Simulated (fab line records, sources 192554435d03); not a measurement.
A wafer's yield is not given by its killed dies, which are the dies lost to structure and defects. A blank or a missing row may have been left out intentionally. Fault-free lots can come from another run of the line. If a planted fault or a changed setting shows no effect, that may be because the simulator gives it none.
fab line records ; flow n5_finfet
[record] lots = 14; wafers = 34; last_day = 17
route steps=1938 shown DUMMY_REMOVAL@383 TV_OPEN@1890 PAD_METAL@1894 PASSIVATION@1926
lots that met no fault: from a run of the same line without faults
start_h: start of the lot's first displayed wafer, in hours after the record's first day ; wait_h: hours elapsed since this lot's preceding step ; " repeats the value in the row above ; L1.1+2: one row covering several wafers at once ; - either no value or no given start ; * or withheld: withheld ; < > ~ a bound
route shown NAME@n: a module of which the file shows steps, and the number in the route of the first ; usual: mean and standard deviation over wafers with no fault ; same: alike in all rows ; chamber/n: place in a boat ; sites: readings site by site ; _std_site: their standard deviation ; _edge_site: the outer-site mean with the inner-site mean subtracted ; radius_mm: for every site, how far away it sits from the centre of the wafer ; mask NAME#n: copy n ; behind: the most recent tool/chamber to have shaped the wafer ; hold: the reason the lot was held/the length of the hold in hours/how it ended ; device: the n, p or np transistor that did not switch ; end of line: at the end of the route, the tests of the same wafers ; where a step has no rows: the recipe by itself ; killed: the dies lost at the first sort to structure and to defects; this is not the yield of the wafer ; map: the dies of a wafer, with x for killed, . for not killed, _ for no die there
set.NAME: the run value of the setting; set.NAME@STEP: its run value at that earlier step ; model.NAME: the simulator's own value behind a step, which no gauge read
steps of the route over a sample of lots; a table a step, a row a wafer
services: the hour from which a tool's chamber was out of use, counted from the record's first day as start_h (under 0 if before that day), plus the number of hours and why
[[steps]]
[step N5_DUMMY_REMOVAL_PRECLEAN_04]
[recipe] chemistry = DHF; time_s = 37; temp_c = 25; dilution = 500:1
[usual] temp_c = 25.00/0.11
[same] time_s = 37
lot.wafer;tool;chamber;start_h;wait_h;temp_c
L106.4;wet_bench-04;5;77.76;0.1;25.04
L106.6;wet_bench-04;1;77.76;0.1;24.80
L105.1;wet_bench-03;1;79.23;0.2;25.05
L105.4;wet_bench-03;2;79.23;0.2;24.84
L107.2;wet_bench-04;4;84.54;0.2;24.91
L107.5;wet_bench-04;6;84.54;0.2;24.88
L109.1;wet_bench-04;1;101.41;0.2;24.96
L109.2;wet_bench-04;4;101.41;0.2;24.87
L109.6;wet_bench-04;2;101.41;0.2;24.98
L111.2;wet_bench-04;2;108.23;0.2;24.99
L111.3;wet_bench-04;5;108.23;0.2;25.07
L111.6;wet_bench-04;1;108.23;0.2;25.03
L114.1;wet_bench-04;4;132.97;0.2;24.85
L114.2;wet_bench-04;1;132.97;0.2;24.88
L114.4;wet_bench-04;3;132.97;0.2;24.86
L119.5;wet_bench-06;5;168.64;0.1;24.92
L119.6;wet_bench-06;6;168.64;0.1;25.01
L120.3;wet_bench-03;6;171.04;0.1;24.88
L120.4;wet_bench-03;7;171.04;0.1;25.12
L120.6;wet_bench-03;1;171.04;0.1;25.00
L122.1;wet_bench-06;7;177.33;0.2;24.98
L122.2;wet_bench-06;0;177.33;0.2;25.08
L122.6;wet_bench-06;1;177.33;0.2;24.98
L121.4;wet_bench-03;4;177.43;0.1;24.98
L121.5;wet_bench-03;6;177.43;0.1;24.98
L124.3;wet_bench-03;7;184.55;0.1;25.13
L124.4;wet_bench-03;5;184.55;0.1;24.96
L125.2;wet_bench-04;4;194.08;0.2;24.99
L125.3;wet_bench-04;6;194.08;0.2;25.02
L125.5;wet_bench-04;5;194.08;0.2;25.26
L127.5;wet_bench-06;7;202.97;0.1;24.94
L127.6;wet_bench-06;0;202.97;0.1;25.05
L128.2;wet_bench-06;3;213.18;0.2;25.01
L128.5;wet_bench-06;2;213.18;0.2;24.92
[step N5_PASSIVATION_ETCH_15]
[recipe] chemistry = CF4/N2; target = SiCN; target_depth_a = 750; taper_deg = 2; time_s = 81.2; ion_energy_ev = 150; mask_material = SiNx; pressure_mtorr = 40; source_w = 430; bias_w = 70; Ar_flow_sccm = 100; cf4_flow_sccm = 60; n2_flow_sccm = 60
[usual] drypump_motor_current_A = 5.5/0.33; oes_product_au = 0.82/0.1; rf_vpp_V = 382.7/1.4; showerhead_plenum_p_Torr = 2.22/0.051; throttle_valve_pct = 15.44/0.23
[same] time_s = 81.2
lot.wafer;tool;chamber;start_h;wait_h;drypump_motor_current_A;oes_product_au;rf_hours_counter_h;rf_vpp_V;showerhead_plenum_p_Torr;throttle_valve_pct
L106.4;rie_diel-01;2;-;-;5.9;0.70;-;380.4;2.18;15.90
L106.6;rie_diel-01;3;-;-;5.2;0.69;-;382.1;2.16;15.73
L105.1;rie_diel-02;0;-;-;5.8;0.82;67;383.2;2.23;15.39
L105.4;rie_diel-02;2;-;-;5.6;0.92;-;383.0;2.23;14.96
L107.2;rie_diel-06;1;-;-;6.0;0.69;239;383.6;2.27;15.78
L107.5;rie_diel-06;1;-;-;6.0;0.69;-;383.5;2.27;15.77
L109.1;rie_diel-06;0;-;-;5.3;0.74;191;384.7;2.28;15.41
L109.2;rie_diel-06;1;-;-;6.0;0.69;244;383.7;2.27;15.78
L109.6;rie_diel-06;1;-;-;6.0;0.69;-;384.0;2.27;15.78
L111.2;rie_diel-02;3;-;-;5.7;0.96;5;381.5;2.16;15.27
L111.3;rie_diel-02;1;-;-;5.9;0.68;246;381.5;2.19;15.46
L111.6;rie_diel-02;1;-;-;5.9;0.69;-;381.1;2.19;15.49
L114.1;rie_diel-01;1;-;-;5.5;0.70;203;384.3;2.26;15.60
L114.2;rie_diel-01;0;-;-;5.3;0.83;67;383.8;2.23;15.65
L114.4;rie_diel-01;1;-;-;5.5;0.69;-;384.7;2.26;15.59
L119.5;rie_diel-01;1;-;-;5.5;0.69;-;383.7;2.25;15.62
L119.6;rie_diel-01;2;-;-;5.9;0.95;-;382.8;2.17;15.46
L122.1;rie_diel-06;3;-;-;4.9;0.95;21;385.1;2.36;15.68
L122.2;rie_diel-06;1;-;-;6.0;0.93;13;383.8;2.26;15.32
L122.6;rie_diel-06;1;-;-;6.0;0.94;-;383.5;2.26;15.31
L120.3;rie_diel-01;3;-;-;5.2;0.92;21;381.5;2.15;15.34
L120.4;rie_diel-01;1;-;-;5.5;0.68;221;383.6;2.25;15.62
L120.6;rie_diel-01;3;-;-;5.2;0.91;-;381.1;2.15;15.32
L121.4;rie_diel-02;2;-;-;5.6;0.86;55;383.0;2.22;15.05
L121.5;rie_diel-02;2;-;-;5.6;0.85;-;381.9;2.22;15.04
L124.3;rie_diel-06;2;-;-;5.0;0.81;123;383.8;2.20;15.38
L124.4;rie_diel-06;0;-;-;5.3;0.71;219;383.3;2.27;15.47
L125.2;rie_diel-02;3;-;-;5.8;0.91;26;380.8;2.15;15.35
L125.3;rie_diel-02;2;-;-;5.6;0.85;56;383.4;2.22;15.05
L125.5;rie_diel-02;2;-;-;5.6;0.85;-;383.2;2.22;15.02
L127.5;rie_diel-01;3;-;-;5.2;0.89;-;381.0;2.15;15.32
L127.6;rie_diel-01;0;-;-;5.3;0.79;-;382.9;2.22;15.70
L128.2;rie_diel-01;1;-;-;5.5;0.67;236;384.8;2.25;15.66
L128.5;rie_diel-01;0;-;-;5.3;0.80;-;383.9;2.22;15.72
[step N5_PASSIVATION_PRE_CLEAN_19]
[recipe] gas = H2/He; time_s = *; temp_c = *
[usual] heater_power_w = 461/30; susceptor_temp_C = *
[same] time_s = *
lot.wafer;tool;chamber;start_h;wait_h;heater_power_w;susceptor_temp_C
L106.4;pvd_sputter-03;-;248.06;0.0;446;*
L106.6;pvd_sputter-03;-;248.06;0.0;451;*
L105.1;pvd_sputter-03;-;255.57;0.0;502;*
L105.4;pvd_sputter-03;-;255.57;0.0;448;*
L107.2;pvd_sputter-02;-;272.77;0.0;422;*
L107.5;pvd_sputter-02;-;272.77;0.0;506;*
L109.1;pvd_sputter-03;-;286.44;0.0;452;*
L109.2;pvd_sputter-03;-;286.44;0.0;504;*
L109.6;pvd_sputter-03;-;286.44;0.0;495;*
L111.2;pvd_sputter-03;-;292.24;0.0;480;*
L111.3;pvd_sputter-03;-;292.24;0.0;448;*
L111.6;pvd_sputter-03;-;292.24;0.0;469;*
L114.1;pvd_sputter-03;-;308.02;0.0;486;*
L114.2;pvd_sputter-03;-;308.02;0.0;460;*
L114.4;pvd_sputter-03;-;308.02;0.0;462;*
L119.5;pvd_sputter-02;-;358.39;0.0;476;*
L119.6;pvd_sputter-02;-;358.39;0.0;410;*
L122.1;pvd_sputter-03;-;359.59;0.0;445;*
L122.2;pvd_sputter-03;-;359.59;0.0;465;*
L122.6;pvd_sputter-03;-;359.59;0.0;459;*
L120.3;pvd_sputter-01;-;360.53;0.0;446;*
L120.4;pvd_sputter-01;-;360.53;0.0;426;*
L120.6;pvd_sputter-01;-;360.53;0.0;437;*
L121.4;pvd_sputter-02;-;372.63;0.0;517;*
L121.5;pvd_sputter-02;-;372.63;0.0;414;*
L124.3;pvd_sputter-03;-;372.78;0.0;456;*
L124.4;pvd_sputter-03;-;372.78;0.0;476;*
L125.2;pvd_sputter-02;-;373.53;0.0;467;*
L125.3;pvd_sputter-02;-;373.53;0.0;413;*
L125.5;pvd_sputter-02;-;373.53;0.0;492;*
L127.5;pvd_sputter-02;-;394.64;0.0;480;*
L127.6;pvd_sputter-02;-;394.64;0.0;411;*
L128.2;pvd_sputter-02;-;410.27;0.0;504;*
L128.5;pvd_sputter-02;-;410.27;0.0;391;*
[step N5_PASSIVATION_OVL_MEAS_66]
[recipe] points_per_wafer = 44
[usual] PASS_OPEN_OVL = 0/4.9
lot.wafer;tool;chamber;start_h;wait_h;PASS_OPEN_OVL[nm]
L106.4;overlay-01;0;250.84;0.0;2
L106.6;overlay-01;0;250.84;0.0;1
L105.1;overlay-02;0;258.10;0.0;-4
L105.4;overlay-02;0;258.10;0.0;-4
L107.2;overlay-01;0;275.57;0.0;6
L107.5;overlay-01;0;275.57;0.0;5
L109.1;overlay-01;0;289.01;0.0;7
L109.2;overlay-01;0;289.01;0.0;2
L109.6;overlay-01;0;289.01;0.0;0
L111.2;overlay-02;0;294.75;0.0;-1
L111.3;overlay-02;0;294.75;0.0;1
L111.6;overlay-02;0;294.75;0.0;-3
L114.1;overlay-01;0;310.60;0.0;8
L114.2;overlay-01;0;310.60;0.0;0
L114.4;overlay-01;0;310.60;0.0;4
L119.5;overlay-02;0;361.41;0.0;0
L119.6;overlay-02;0;361.41;0.0;0
L122.1;overlay-02;0;362.08;0.0;5
L122.2;overlay-02;0;362.08;0.0;-2
L122.6;overlay-02;0;362.08;0.0;5
L120.3;overlay-02;0;363.03;0.0;-1
L120.4;overlay-02;0;363.03;0.0;2
L120.6;overlay-02;0;363.03;0.0;-2
L121.4;overlay-02;0;375.01;0.0;5
L121.5;overlay-02;0;375.01;0.0;9
L124.3;overlay-02;0;376.06;0.0;-8
L124.4;overlay-02;0;376.06;0.0;0
L125.2;overlay-01;0;376.10;0.0;-1
L125.3;overlay-01;0;376.10;0.0;1
L125.5;overlay-01;0;376.10;0.0;0
L127.5;overlay-01;0;397.24;0.0;0
L127.6;overlay-01;0;397.24;0.0;3
L128.2;overlay-02;0;412.77;0.0;6
L128.5;overlay-02;0;412.77;0.0;-3
[step N5_PASSIVATION_PROBE_49]
[usual] defect_limited_yield = 91.3/1.5; killed_at_M0_to_M3 = 33/12; killed_at_M4_up = 15/5.2; killed_at_contacts = 12/5.1; killed_at_front_end = 39/11; killed_at_other = 5/3.6; killed_dies = 103/18; killed_on_rim = 14/4.3; killed_open = 67/13; killed_short = 33/7.8; sort_bin_5_function = 5.1/0.96; sort_bin_6_memory = 3.2/0.71; sort_bin_8_speed = 0.01/0.063; sort_n_pass = 1077/18
[same] gross_dies = 1180; killed_at_back_side = 0; sort_bin_4_leakage[%] = 0
lot.wafer;tool;chamber;start_h;wait_h;defect_limited_yield[%];killed_at_M0_to_M3;killed_at_M4_up;killed_at_contacts;killed_at_front_end;killed_at_other;killed_dies;killed_on_rim;killed_open;killed_short;sort_bin_5_function[%];sort_bin_6_memory[%];sort_bin_8_speed[%];sort_n_pass
L111.2;prober-02;-;297.90;0.1;81.3;17;14;10;169;11;221;11;64;21;12.6;3.8;0;959
L111.3;prober-02;-;297.95;0.1;86.6;47;19;18;68;6;158;35;93;28;8.6;3.7;0;1022
L111.6;prober-02;-;298.10;0.3;81.6;17;15;16;155;14;217;26;51;37;11.9;4.1;0;963
L114.1;prober-01;-;313.76;0.0;80.8;23;7;12;181;3;226;13;73;23;12.1;4.6;0;954
L114.2;prober-01;-;313.81;0.1;80.8;18;7;12;187;2;226;26;58;31;11.4;5.1;0;954
L114.4;prober-01;-;313.91;0.2;79.2;36;8;10;187;5;246;40;79;43;12.0;4.9;0;934
L119.5;prober-02;-;364.71;0.2;89.6;32;8;13;66;4;123;10;74;41;6.2;3.1;0;1057
L119.6;prober-02;-;364.76;0.3;88.2;38;19;9;73;0;139;14;100;38;7.0;4.5;0;1041
L122.1;prober-01;-;365.18;0.0;92.6;29;12;10;25;11;87;11;53;33;4.7;2.5;0;1093
L122.2;prober-01;-;365.23;0.1;90.3;31;11;10;47;15;114;15;66;43;5.5;3.1;0;1066
L122.6;prober-01;-;365.43;0.3;90.9;29;12;11;46;9;107;11;60;47;6.6;2.1;0;1073
L120.3;prober-02;-;366.23;0.1;91.7;35;26;9;26;2;98;12;65;29;5.7;2.4;0;1082
L120.4;prober-02;-;366.28;0.2;92.6;54;8;7;13;5;87;13;55;31;4.6;2.5;0;1093
L120.6;prober-02;-;366.38;0.3;89.4;43;11;19;51;1;125;19;81;37;6.4;3.1;0;1055
L121.4;prober-02;-;378.26;0.2;94.3;21;15;6;22;3;67;8;43;20;3.4;1.9;0.17;1113
L121.5;prober-02;-;378.31;0.2;93.3;16;16;7;35;5;79;12;54;22;4.0;2.4;0;1101
L124.3;prober-01;-;379.27;0.1;91.0;30;19;14;40;3;106;12;78;28;5.7;3.1;0.68;1066
L124.4;prober-01;-;379.32;0.2;92.6;23;12;8;37;7;87;18;66;21;4.7;2.5;0;1093
L125.2;prober-02;-;379.38;0.1;89.8;41;21;15;41;2;120;26;70;35;5.3;3.7;0;1060
L125.3;prober-02;-;379.43;0.1;92.2;23;18;14;36;1;92;16;59;24;4.0;3.0;0;1088
L125.5;prober-02;-;379.53;0.2;90.8;21;21;15;48;3;108;7;70;29;5.2;3.1;0;1072
L127.5;prober-01;-;401.07;0.2;91.7;27;14;6;43;8;98;13;60;36;5.2;3.1;0;1082
L127.6;prober-01;-;401.12;0.3;88.9;46;10;18;47;10;131;13;87;38;6.5;4.2;0;1049
// killed by level:class
L111.2 DUMMY_REMOVAL:unspecified=135 MOL_CONTACT_COAG:geometric_particle:open=10 STI_FIN_REVEAL:geometric_particle:open=8 BEOL_M4:geometric_particle:open=6 BEOL_M5:geometric_particle:open=5 STARTING-WAFER:geometric_particle:open=5 BEOL_M1:geometric_particle:open=4 ILD0:geometric_particle:open=4
L111.3 DUMMY_REMOVAL:unspecified=37 BEOL_M1:geometric_particle:open=17 MOL_CONTACT_COAG:geometric_particle:open=16 BEOL_M4:geometric_particle:open=11 BEOL_M3:geometric_particle:open=9 GATE_CUT:geometric_particle:short=7 FIN_SAQP:geometric_particle:open=6 GATE_CUT:geometric_particle:open=6
L111.6 DUMMY_REMOVAL:unspecified=129 MOL_CONTACT_COAG:geometric_particle:open=9 MOL_CONTACT_COAG:geometric_particle:short=7 BEOL_M4:geometric_particle:open=7 FIN_SAQP:geometric_particle:open=6 BEOL_M3:geometric_particle:open=6 PASS1_CAP:geometric_particle:open=5 FIN_SAQP:geometric_particle:short=4
L114.1 DUMMY_REMOVAL:unspecified=129 STI_FIN_REVEAL:geometric_particle:open=23 MOL_CONTACT_COAG:geometric_particle:open=10 FIN_SAQP:geometric_particle:open=9 FIN_SAQP:geometric_particle:short=6 BEOL_M2:geometric_particle:open=5 STI_FIN_REVEAL:geometric_particle:short=4 BEOL_M0_SAQP:geometric_particle:open=4
L114.2 DUMMY_REMOVAL:unspecified=131 FIN_SAQP:geometric_particle:open=13 STI_FIN_REVEAL:geometric_particle:open=8 MOL_CONTACT_COAG:geometric_particle:open=8 FIN_SAQP:geometric_particle:short=7 BEOL_M3:geometric_particle:open=6 STARTING-WAFER:geometric_particle:open=6 HKMG_FIN:area_etch=6
L114.4 DUMMY_REMOVAL:unspecified=108 FIN_SAQP:geometric_particle:short=18 HKMG_FIN:area_etch=14 FIN_SAQP:geometric_particle:open=13 STI_FIN_REVEAL:geometric_particle:open=13 BEOL_M2:geometric_particle:open=10 MOL_CONTACT_COAG:geometric_particle:open=8 DUMMY_GATE:geometric_particle:open=7
L119.5 FIN_SAQP:geometric_particle:open=18 STI_FIN_REVEAL:geometric_particle:open=14 FIN_SAQP:geometric_particle:short=13 MOL_CONTACT_COAG:geometric_particle:open=12 BEOL_M0_SAQP:geometric_particle:short=9 BEOL_M3:geometric_particle:open=9 HKMG_FIN:area_etch=8 BEOL_M0_SAQP:geometric_particle:open=7
L119.6 STI_FIN_REVEAL:geometric_particle:open=24 BEOL_M3:geometric_particle:open=16 BEOL_M4:geometric_particle:open=12 FIN_SAQP:geometric_particle:short=9 FIN_SAQP:geometric_particle:open=9 STI_FIN_REVEAL:geometric_particle:short=8 MOL_CONTACT_COAG:geometric_particle:open=8 BEOL_M0_SAQP:geometric_particle:open=8
L122.1 MOL_CONTACT_COAG:geometric_particle:open=9 BEOL_M0_SAQP:geometric_particle:short=8 FIN_SAQP:geometric_particle:open=7 BEOL_M2:geometric_particle:open=7 BEOL_M3:geometric_particle:open=5 FIN_SAQP:geometric_particle:short=4 BEOL_M0_SAQP:geometric_particle:open=4 BEOL_M4:geometric_particle:open=4
L122.2 BEOL_M2:geometric_particle:open=11 FIN_SAQP:geometric_particle:short=8 FIN_SAQP:geometric_particle:open=7 MOL_CONTACT_COAG:geometric_particle:open=7 DUMMY_GATE:geometric_particle:open=6 GATE_CUT:geometric_particle:short=6 STARTING-WAFER:geometric_particle:short=6 BEOL_M3:geometric_particle:open=6
L122.6 FIN_SAQP:geometric_particle:short=21 BEOL_M3:geometric_particle:open=9 MOL_CONTACT_COAG:geometric_particle:open=8 BEOL_M2:geometric_particle:open=7 FIN_SAQP:geometric_particle:open=6 DUMMY_GATE:geometric_particle:open=6 STARTING-WAFER:geometric_particle:open=5 BEOL_M2:geometric_particle:short=4
L120.3 BEOL_M2:geometric_particle:open=10 BEOL_M3:geometric_particle:open=10 STI_FIN_REVEAL:geometric_particle:open=9 MOL_CONTACT_COAG:geometric_particle:open=8 GATE_CUT:geometric_particle:short=5 BEOL_M1:geometric_particle:open=5 BEOL_M4:geometric_particle:short=5 STI_FIN_REVEAL:geometric_particle:short=4
L120.4 BEOL_M3:geometric_particle:open=16 BEOL_M0_SAQP:geometric_particle:open=12 BEOL_M0_SAQP:geometric_particle:short=9 STI_FIN_REVEAL:geometric_particle:open=6 BEOL_M3:geometric_particle:short=5 MOL_CONTACT_COAG:geometric_particle:open=4 BEOL_M1:geometric_particle:short=4 MOL_CONTACT_COAG:geometric_particle:short=3
L120.6 STI_FIN_REVEAL:geometric_particle:open=22 BEOL_M3:geometric_particle:open=16 MOL_CONTACT_COAG:geometric_particle:open=15 BEOL_M3:geometric_particle:short=8 BEOL_M0_SAQP:geometric_particle:open=6 HKMG_FIN:area_etch=6 BEOL_M0_SAQP:geometric_particle:short=5 FIN_SAQP:geometric_particle:short=4
L121.4 STI_FIN_REVEAL:geometric_particle:open=5 MOL_CONTACT_COAG:geometric_particle:open=5 BEOL_M1:geometric_particle:open=5 GATE_CUT:geometric_particle:open=4 BEOL_M0_SAQP:geometric_particle:open=4 BEOL_M0_SAQP:geometric_particle:short=4 GATE_CUT:geometric_particle:short=3 BEOL_M1:geometric_particle:short=3
L121.5 GATE_CUT:geometric_particle:open=9 FIN_SAQP:geometric_particle:open=6 GATE_CUT:geometric_particle:short=6 STI_FIN_REVEAL:geometric_particle:open=5 MOL_CONTACT_COAG:geometric_particle:open=5 BEOL_M3:geometric_particle:open=5 BEOL_M4:geometric_particle:open=4 BEOL_M7:geometric_particle:open=4
L124.3 BEOL_M2:geometric_particle:open=12 FIN_SAQP:geometric_particle:open=11 STI_FIN_REVEAL:geometric_particle:open=9 MOL_CONTACT_COAG:geometric_particle:open=9 BEOL_M4:geometric_particle:open=7 BEOL_M0_SAQP:geometric_particle:short=6 DUMMY_GATE:geometric_particle:open=5 MOL_CONTACT_COAG:geometric_particle:short=5
L124.4 STI_FIN_REVEAL:geometric_particle:open=10 MOL_CONTACT_COAG:geometric_particle:open=8 GATE_CUT:geometric_particle:open=7 BEOL_M0_SAQP:geometric_particle:short=6 FIN_SAQP:geometric_particle:open=5 BEOL_M1:geometric_particle:open=5 BEOL_M2:geometric_particle:open=5 BEOL_M0_SAQP:geometric_particle:open=4
L125.2 GATE_CUT:geometric_particle:short=9 MOL_CONTACT_COAG:geometric_particle:open=9 BEOL_M1:geometric_particle:open=9 HKMG_FIN:area_etch=8 BEOL_M0_SAQP:geometric_particle:open=7 BEOL_M3:geometric_particle:open=7 BEOL_M0_SAQP:geometric_particle:short=6 BEOL_M2:geometric_particle:open=6
L125.3 MOL_CONTACT_COAG:geometric_particle:open=13 HKMG_FIN:area_etch=9 BEOL_M4:geometric_particle:open=8 GATE_CUT:geometric_particle:short=7 BEOL_M0_SAQP:geometric_particle:open=7 GATE_CUT:geometric_particle:open=5 BEOL_M1:geometric_particle:open=4 BEOL_M3:geometric_particle:open=4
L125.5 MOL_CONTACT_COAG:geometric_particle:open=12 FIN_SAQP:geometric_particle:open=9 GATE_CUT:geometric_particle:short=9 HKMG_FIN:area_etch=8 BEOL_M4:geometric_particle:open=7 DUMMY_GATE:geometric_particle:open=5 BEOL_M1:geometric_particle:open=5 BEOL_M0_SAQP:geometric_particle:open=4
L127.5 STI_FIN_REVEAL:geometric_particle:open=10 FIN_SAQP:geometric_particle:short=8 BEOL_M0_SAQP:geometric_particle:open=7 MOL_CONTACT_COAG:geometric_particle:open=6 BEOL_M3:geometric_particle:open=6 FIN_SAQP:geometric_particle:open=5 BEOL_M2:geometric_particle:open=5 STARTING-WAFER:geometric_particle:short=5
L127.6 BEOL_M2:geometric_particle:open=14 MOL_CONTACT_COAG:geometric_particle:open=13 STI_FIN_REVEAL:geometric_particle:open=11 BEOL_M1:geometric_particle:open=7 FIN_SAQP:geometric_particle:open=6 ILD0:geometric_particle:short=6 BEOL_M0_SAQP:geometric_particle:short=6 BEOL_M3:geometric_particle:open=6
[[services]]
tool;chamber;start_h;hours;kind
pvd_sputter-03;-;67.08;2.5;repair
rie_diel-01;-;94.56;2.8;pm
rie_diel-01;0;114.37;7.6;repair
rie_diel-06;1;127.09;2.5;repair
rie_diel-06;2;139.56;7.7;repair
rie_diel-01;3;142.69;2.2;repair
pvd_sputter-02;-;166.21;1.9;repair
rie_diel-02;1;178.83;7.1;repair
pvd_sputter-03;-;186.93;2.6;repair
rie_diel-01;2;220.13;3.2;repair
rie_diel-02;3;266.56;10.3;repair
rie_diel-01;3;276.92;-;clean
rie_diel-01;3;276.92;-;consumable_replace:focus_ring
rie_diel-01;3;276.92;17.9;scheduled_down
rie_diel-01;3;276.92;17.9;vent_cycle
rie_diel-01;2;298.99;-;clean
pvd_sputter-01;-;301.73;2.1;repair
pvd_sputter-01;-;310.66;1.0;repair
rie_diel-02;3;320.24;22.2;repair
pvd_sputter-01;-;328.15;1.8;repair
rie_diel-01;0;350.91;2.9;repair
rie_diel-06;2;352.76;1.7;repair
rie_diel-02;1;356.52;10.3;repair
rie_diel-01;2;407.81;2.6;repair
[[key]]
[first_sign] step = N5_PASSIVATION_PROBE_49; reading = killed_at_front_end; direction = up; sigmas = 10; usual = 39; struck = 158
[effect] step = N5_PASSIVATION_PROBE_49; reading = defect_limited_yield; direction = down; sigmas = 6.4; usual = 91.3; struck = 81.7
[more_kills_born_at] N5_DUMMY_REMOVAL_PRECLEAN_04@wet_bench-04 = 669
met_at N5_DUMMY_REMOVAL_PRECLEAN_04
struck_lots L111,L114
[baseline_loss] step = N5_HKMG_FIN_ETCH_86; wafers = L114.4
not_acting_at N5_PASSIVATION_ETCH_15,N5_PASSIVATION_PRE_CLEAN_19,N5_PASSIVATION_OVL_MEAS_66
onset_between 101.41 108.23
[fault] kind = chamber_particle_source; tool = wet_bench-04; chamber = -; onset_h = 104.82; steps = N5_DUMMY_REMOVAL_PRECLEAN_04; rate_per_visit_cm2 = 0.99186; end_h = 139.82
// baseline_loss: these wafers lose ten dies or more at that step, a loss of the line's own and not of a fault; the sort's usual values leave them out
